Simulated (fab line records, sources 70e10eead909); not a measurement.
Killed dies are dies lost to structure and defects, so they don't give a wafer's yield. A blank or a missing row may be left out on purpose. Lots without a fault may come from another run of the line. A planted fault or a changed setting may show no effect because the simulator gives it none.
fab line records | flow nand_harc
record lots=12 wafers=36 last_day=23
route steps=1159 shown P_BONDPAD@352 A_ONON_D1@438 END@1159
lots that met no fault: from a run of the same line without faults
start_h: hours from the record's first day to the start of the lot's first wafer shown | wait_h: hours since the lot's step before | " the same as in the row above | L1.1+2: a row that stands for several wafers | - no value, or no start given | * or withheld: withheld | < > ~ a bound
route shown NAME@n: a module of which the file shows steps, and the number in the route of the first | usual: mean/standard deviation of fault-free wafers | same: alike in all rows | chamber/n: place in a boat | sites: the reading at each site | _std_site: their standard deviation | _edge_site: outer sites' mean less inner sites' | radius_mm: how far each site lies from the wafer's centre | mask NAME#n: copy n | behind: the tool/chamber that last shaped the wafer | hold: why the lot was held/for how many hours/how that ended | device: the transistor (n, p or np) that didn't switch | end of line: the same wafers' tests at the end of the route | a step without rows: its recipe alone | killed: dies lost to structure and defects at the first sort, not the wafer's yield | map: a wafer's dies, x killed, . not, _ none there
set.NAME: the setting as run; set.NAME@STEP: as run at that earlier step | model.NAME: the simulator's own value behind a step, which no gauge read
steps of the route over a sample of lots; a table a step, a row a wafer
services: from which hour (start_h, from the record's first day; less than 0 if before it) a tool's chamber was out of use, for how many hours, and why
## steps
# step NHARC_P_BONDPAD_CMP_32
# recipe target_thk_nm=200 material=SiCN
# usual edge_zone_pressure_frac=1.000/0.0057 motor_current_A=12.3/1.1 slurry_filter_dp_kPa=13.51/0.13
# columns lot.wafer tool chamber start_h wait_h edge_zone_pressure_frac motor_current_A slurry_filter_dp_kPa
L693.3 cmp-04 2 128.32 - 1.005 11.1 13.43
L693.2 " 3 " " 0.986 12.4 13.49
L693.5 " 3 " " 0.996 12.0 13.53
L695.3 cmp-02 2 144.26 - 0.996 11.3 13.48
L695.1 " 1 " " 0.999 13.2 13.60
L695.6 " 3 " " 0.998 12.9 13.31
L696.3 cmp-01 0 144.29 0.3 0.996 11.6 13.70
L696.2 " 2 " " 1.002 12.4 13.52
L696.6 " 1 " " 1.000 15.2 13.66
L697.3 cmp-04 0 154.05 - 1.004 10.7 13.43
L697.1 " 2 " " 0.996 11.0 13.43
L697.5 " 1 " " 0.991 12.3 13.67
L698.1 cmp-04 3 166.56 - 1.016 12.6 13.40
L698.6 " 1 " " 0.994 13.4 13.82
L698.5 " 2 " " 0.991 11.7 13.31
L703.4 cmp-04 1 181.55 - 0.996 13.0 13.55
L703.3 " 2 " " 1.003 11.1 13.54
L703.6 " 1 " " 1.007 12.8 13.42
L705.2 cmp-02 2 206.79 - 0.989 10.5 13.64
L705.3 " 3 " " 1.000 12.7 13.59
L705.5 " 2 " " 0.998 11.5 13.63
L706.4 cmp-02 0 208.68 - 1.005 12.8 13.68
L706.5 " 0 " " 1.002 13.1 13.50
L706.6 " 1 " " 1.006 13.1 13.49
L704.3 cmp-01 1 208.95 - 0.999 15.0 13.31
L704.2 " 0 " " 1.004 11.5 13.29
L704.6 " 2 " " 0.994 13.1 13.50
L711.3 cmp-01 3 235.68 - 0.997 12.3 13.49
L711.4 " 0 " " 0.991 11.4 13.32
L711.6 " 2 " " 0.995 12.7 13.46
L713.4 cmp-04 3 241.09 - 1.000 12.7 13.37
L713.5 " 2 " " 0.996 11.1 13.67
L713.6 " 3 " " 1.001 13.1 13.38
L712.4 cmp-04 3 242.74 - 1.006 12.4 13.69
L712.1 " 0 " " 0.998 10.8 13.65
L712.3 " 1 " " 1.011 12.8 13.50
# step NHARC_P_BONDPAD_CD_MEAS_09
# recipe target_cd_nm=500 landing_energy_ev=500
# usual cd_nm=499.8/2.5
# columns lot.wafer tool chamber start_h wait_h cd_nm
L693.2 cd_sem-02 0 129.02 - 499.4
L693.3 " 0 " " 497.0
L693.5 " 0 " " 500.1
L695.1 cd_sem-02 0 145.08 - 497.2
L695.3 " 0 " " 497.7
L695.6 " 0 " " 497.8
L696.2 cd_sem-01 0 145.25 - 497.4
L696.3 " 0 " " 496.3
L696.6 " 0 " " 500.4
L697.1 cd_sem-03 0 154.86 - 503.3
L697.3 " 0 " " 500.6
L697.5 " 0 " " 501.3
L698.1 cd_sem-02 0 167.20 - 504.3
L698.5 " 0 " " 497.7
L698.6 " 0 " " 503.5
L703.3 cd_sem-03 0 182.34 - 500.4
L703.4 " 0 " " 503.3
L703.6 " 0 " " 499.8
L705.2 cd_sem-03 0 207.48 - 503.6
L705.3 " 0 " " 498.8
L705.5 " 0 " " 502.2
L706.4 cd_sem-03 0 209.50 - 499.0
L706.5 " 0 " " 497.4
L706.6 " 0 " " 500.8
L704.2 cd_sem-01 0 209.77 - 498.8
L704.3 " 0 " " 499.4
L704.6 " 0 " " 498.9
L711.3 cd_sem-02 0 236.45 - 497.6
L711.4 " 0 " " 501.5
L711.6 " 0 " " 499.2
L713.4 cd_sem-01 0 241.77 - 497.4
L713.5 " 0 " " 500.1
L713.6 " 0 " " 495.5
L712.1 cd_sem-02 0 243.53 - 501.5
L712.3 " 0 " " 501.6
L712.4 " 0 " " 501.2
# step NHARC_P_BONDPAD_ACTIVATE_29
# recipe time_s=60 n2_flow_sccm=200 ar_flow_sccm=0 bias_power_w=0 chemistry=N2
# usual drypump_motor_current_A=5.6/0.44 oes_product_au=0.987/0.012 rf_vpp_V=63.9/0.87 showerhead_plenum_p_Torr=1.75/0.071
# columns lot.wafer tool chamber start_h wait_h drypump_motor_current_A oes_product_au rf_hours_counter_h rf_vpp_V showerhead_plenum_p_Torr
L693.2 rie_diel-04 0 131.89 0.1 5.5 0.985 1 64.1 1.83
L693.3 " 1 " " 6.0 0.979 1 63.8 1.81
L693.5 " 0 " " 5.5 0.994 - 66.3 1.84
L695.1 rie_diel-04 1 148.18 0.1 6.0 0.979 3 64.4 1.81
L695.3 " 3 " " 5.6 0.997 3 64.2 1.74
L695.6 " 1 " " 6.0 0.988 - 62.9 1.81
L696.2 rie_diel-04 1 148.63 0.1 6.1 0.978 3 63.3 1.81
L696.3 " 3 " " 5.6 0.998 3 63.8 1.74
L696.6 " 1 " " 6.0 0.989 - 63.7 1.81
L697.1 rie_diel-04 2 157.74 0.1 4.8 0.988 5 63.6 1.69
L697.3 " 3 " " 5.6 1.003 5 64.0 1.74
L697.5 " 0 " " 5.5 0.991 - 64.3 1.83
L698.1 rie_diel-04 1 170.06 0.1 6.0 0.972 4 64.6 1.81
L698.6 " 2 " " 4.8 0.988 - 62.7 1.69
L698.5 " 3 " " 5.6 0.999 - 63.8 1.74
L703.3 rie_diel-01 0 185.20 0.1 5.4 1.004 15 62.1 1.64
L703.4 " 0 " " 5.4 0.991 - 62.1 1.64
L703.6 " 1 " " 5.9 0.965 - 64.4 1.74
L705.2 rie_diel-04 1 210.33 0.1 6.1 0.984 8 63.7 1.81
L705.3 " 0 " " 5.5 0.977 8 63.9 1.83
L705.5 " 1 " " 6.1 0.984 - 64.1 1.81
L706.4 rie_diel-04 3 212.42 0.1 5.6 0.990 7 65.3 1.74
L706.5 " 3 " " 5.6 0.994 - 63.4 1.74
L706.6 " 0 " " 5.5 0.980 - 63.5 1.83
L704.3 rie_diel-04 0 212.76 0.1 5.5 0.987 8 64.4 1.83
L704.2 " 3 " " 5.6 0.996 7 64.5 1.74
L704.6 " 1 " " 6.1 0.970 - 62.7 1.81
L711.3 rie_diel-04 2 239.44 0.1 4.9 0.977 12 64.8 1.69
L711.4 " 1 " " 6.0 0.972 - 63.2 1.81
L711.6 " 2 " " 4.9 0.993 - 63.5 1.69
L713.4 rie_diel-04 2 244.69 0.1 4.9 0.976 13 64.9 1.69
L713.5 " 0 " " 5.4 0.976 - 64.7 1.83
L713.6 " 1 " " 6.0 0.972 - 64.2 1.81
L712.3 rie_diel-01 2 246.40 0.1 5.7 0.962 35 62.1 1.62
L712.1 " 3 " " 6.1 0.984 37 62.0 1.70
L712.4 " 2 " " 5.7 0.989 - 64.1 1.63
# step NHARC_A_ONON_D1_DEP_19
# recipe target_thk_a=10000 n2_flow_sccm=2750 n2o_flow_sccm=2000 nh3_flow_sccm=500 sih4_flow_sccm=210 temp_c=400
# usual nh3_flow_sccm=499.9/1.5
# columns lot.wafer tool chamber start_h wait_h nh3_flow_sccm
L693.2 pecvd_onon-04 0 169.55 0.1 497.8
L693.3 " 0 " " 498.6
L693.5 " 0 " " 498.3
L696.2 pecvd_onon-04 0 185.55 0.1 500.7
L696.3 " 0 " " 501.9
L696.6 " 0 " " 500.1
L695.1 pecvd_onon-03 0 185.62 0.2 498.0
L695.3 " 0 " " 499.3
L695.6 " 0 " " 498.3
L697.1 pecvd_onon-04 0 194.54 0.1 500.0
L697.3 " 0 " " 497.9
L697.5 " 0 " " 499.8
L698.1 pecvd_onon-04 0 204.86 0.1 498.4
L698.5 " 0 " " 499.8
L698.6 " 0 " " 499.1
L703.3 pecvd_onon-03 0 219.48 0.2 501.6
L703.4 " 0 " " 500.6
L703.6 " 0 " " 499.2
L705.2 pecvd_onon-03 0 243.81 0.1 503.9
L705.3 " 0 " " 502.9
L705.5 " 0 " " 500.7
L706.4 pecvd_onon-02 0 244.06 0.4 500.2
L706.5 " 0 " " 501.2
L706.6 " 0 " " 499.3
L704.2 pecvd_onon-03 0 244.16 0.1 501.2
L704.3 " 0 " " 500.0
L704.6 " 0 " " 502.1
L711.3 pecvd_onon-04 0 272.86 0.2 499.1
L711.4 " 0 " " 503.9
L711.6 " 0 " " 503.0
L712.1 pecvd_onon-04 0 278.44 0.1 495.8
L712.3 " 0 " " 501.1
L712.4 " 0 " " 499.7
L713.4 pecvd_onon-02 0 278.63 0.2 500.7
L713.5 " 0 " " 499.2
L713.6 " 0 " " 501.6
# step NHARC_A_ONON_D1_THK_MEAS_21
# recipe thk_meas_gauge=ellipsometry
# usual thk_nm=1002/7.7
# columns lot.wafer tool chamber start_h wait_h thk_nm
L693.2 film_metro-01 - 170.01 - 1012
L693.3 " - " " 1012
L693.5 " - " " 1012
L696.2 film_metro-02 - 186.00 - 1006
L696.3 " - " " 1007
L696.6 " - " " 1007
L695.1 film_metro-01 - 186.13 - 1004
L695.3 " - " " 1003
L695.6 " - " " 1004
L697.1 film_metro-02 - 195.05 - 994
L697.3 " - " " 993
L697.5 " - " " 995
L698.1 film_metro-02 - 205.37 - 1009
L698.5 " - " " 1010
L698.6 " - " " 1008
L703.3 film_metro-01 - 219.87 - 1003
L703.4 " - " " 1003
L703.6 " - " " 1003
L705.2 film_metro-01 - 244.26 - 1556
L705.3 " - " " 1556
L705.5 " - " " 996
L706.4 film_metro-01 - 244.40 - 1007
L706.5 " - " " 1005
L706.6 " - " " 1005
L704.2 film_metro-01 - 244.61 - 1556
L704.3 " - " " 1555
L704.6 " - " " 1556
L711.3 film_metro-02 - 273.26 - 996
L711.4 " - " " 994
L711.6 " - " " 996
L712.1 film_metro-02 - 278.94 - 994
L712.3 " - " " 994
L712.4 " - " " 996
L713.4 film_metro-01 - 278.97 - 1018
L713.5 " - " " 1016
L713.6 " - " " 1018
# step NHARC_END_SORT_01
# recipe temp_c=25
# usual killed_at_array=26/9.7 killed_at_other=1.0/1.2 killed_at_periphery=3.9/2.6 killed_dies=31/9.7 killed_open=3.2/1.8 killed_short=2.0/1.3
# same gross_dies=677
# columns lot.wafer tool chamber start_h wait_h killed_at_array killed_at_other killed_at_periphery killed_dies killed_open killed_short
L705.2 prober-01 0 504.92 2.8 668 3 6 677 2 2
L705.3 prober-01 0 505.72 3.1 668 1 8 677 4 3
L705.5 prober-01 0 507.33 3.7 29 2 5 36 4 5
L704.2 prober-02 0 508.42 2.8 676 0 1 677 2 1
L704.3 prober-02 0 509.21 3.1 670 3 4 677 3 3
L704.6 prober-02 0 511.58 4.0 669 2 6 677 3 5
# killed by level:class
L705.2 A_ONON_D1:area_dep=649 A_SLIT:chamber_film_flake=12 P_CONTACT:chamber_film_flake=4 A_STAIRCASE:chamber_film_flake=4 THIN_TSV:chamber_film_flake=3 A_CHANNEL_FILL_D1:geometric_particle:short=2 P_BONDPAD:geometric_particle:open=1 A_CONTACT:geometric_particle:open=1
L705.3 A_ONON_D1:area_dep=654 A_SLIT:chamber_film_flake=5 P_CONTACT:chamber_film_flake=4 A_WL_FILL:geometric_particle:open=2 P_ZERO_WELL:chamber_film_flake=2 A_CHANNEL_HOLE_D1:chamber_film_flake=2 A_CONTACT:chamber_film_flake=2 P_CONTACT:geometric_particle:open=1
L705.5 A_SLIT:chamber_film_flake=9 A_CHANNEL_HOLE_D1:chamber_film_flake=5 P_CONTACT:chamber_film_flake=4 A_WL_FILL:chamber_film_flake=3 A_CHANNEL_FILL_D1:geometric_particle:short=2 A_WL_FILL:geometric_particle:open=2 A_STAIRCASE:chamber_film_flake=2 A_ONON_D1:geometric_particle:open=1
L704.2 A_ONON_D1:area_dep=664 A_CHANNEL_HOLE_D1:chamber_film_flake=5 A_CONTACT:chamber_film_flake=3 A_M0:geometric_particle:open=2 A_SOURCE_PLATE:geometric_particle:short=1 P_GATE:chamber_film_flake=1 A_CHANNEL_FILL_D1:chamber_film_flake=1
L704.3 A_ONON_D1:area_dep=652 A_CHANNEL_HOLE_D1:chamber_film_flake=6 P_STI:chamber_film_flake=3 A_STAIRCASE:chamber_film_flake=3 HYBRID_BOND:chamber_film_flake=3 A_CHANNEL_FILL_D1:chamber_film_flake=2 A_CONTACT:chamber_film_flake=2 P_M0:geometric_particle:open=1
L704.6 A_ONON_D1:area_dep=651 A_CONTACT:chamber_film_flake=6 A_CHANNEL_HOLE_D1:chamber_film_flake=4 P_CONTACT:chamber_film_flake=2 A_CHANNEL_FILL_D1:chamber_film_flake=2 P_M0:geometric_particle:short=1 P_M0:geometric_particle:open=1 P_M2:geometric_particle:short=1
## services
# columns tool chamber start_h hours kind
cmp-04 - 105.09 4.0 pm
cmp-01 - 110.92 0.3 repair
pecvd_onon-02 - 111.00 13.0 pm
cmp-02 - 111.44 2.7 repair
rie_diel-04 - 111.97 9.0 pm
cmp-04 - 113.60 0.9 repair
cmp-02 - 119.69 4.3 repair
cmp-04 - 127.30 0.9 repair
cmp-02 - 128.50 4.0 pm
rie_diel-01 - 137.89 9.0 pm
pecvd_onon-03 - 153.00 13.0 pm
rie_diel-04 - 156.25 0.4 repair
cmp-01 - 179.50 4.0 pm
cmp-02 - 180.11 0.5 repair
rie_diel-01 2 182.89 4.9 repair
rie_diel-04 3 188.68 17.5 repair
cmp-04 - 203.21 4.0 pm
cmp-02 - 211.49 0.3 repair
rie_diel-01 - 225.76 1.2 repair
cmp-02 - 226.50 4.0 pm
rie_diel-04 3 229.36 14.6 repair
rie_diel-01 0 236.41 21.0 repair
pecvd_onon-04 - 237.00 13.0 pm
cmp-01 - 277.50 4.0 pm
## key
first_sign step=NHARC_A_ONON_D1_THK_MEAS_21 reading=thk_nm direction=up sigmas=72 usual=1002 struck=1556
effect step=NHARC_END_SORT_01 reading=killed_at_array direction=up sigmas=67 usual=26 struck=670
more_kills_born_at NHARC_A_ONON_D1_DEP_19@pecvd_onon-03=3270
met_at NHARC_A_ONON_D1_DEP_19
struck_lots L704,L705
struck_wafers L704.2,L704.3,L704.6,L705.2,L705.3
later_rows_left_out L704.2,L704.3,L704.6,L705.2,L705.3
tester_left_out L704,L705
not_acting_at NHARC_P_BONDPAD_CMP_32,NHARC_P_BONDPAD_CD_MEAS_09,NHARC_P_BONDPAD_ACTIVATE_29
onset_between 219.48 243.81
fault kind=process_parameter_drift tool=pecvd_onon-03 chamber=- onset_h=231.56 steps=NHARC_A_ONON_D1_DEP_19 channel=target_thk_a offset=* shape=step end_h=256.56 scope=struck_wafers_only acts_in=* stated=*
# tester_left_out: of these lots the tester's yield and bins aren't shown, on N5 and GAA mostly nor the transistor test; their killed dies are dies lost to structure and defects alone, not to doping, threshold or leakage, so they don't give the yield
# later_rows_left_out: the simulator's readings of these wafers behind a module that went badly wrong aren't trusted and aren't shown, but for the sort
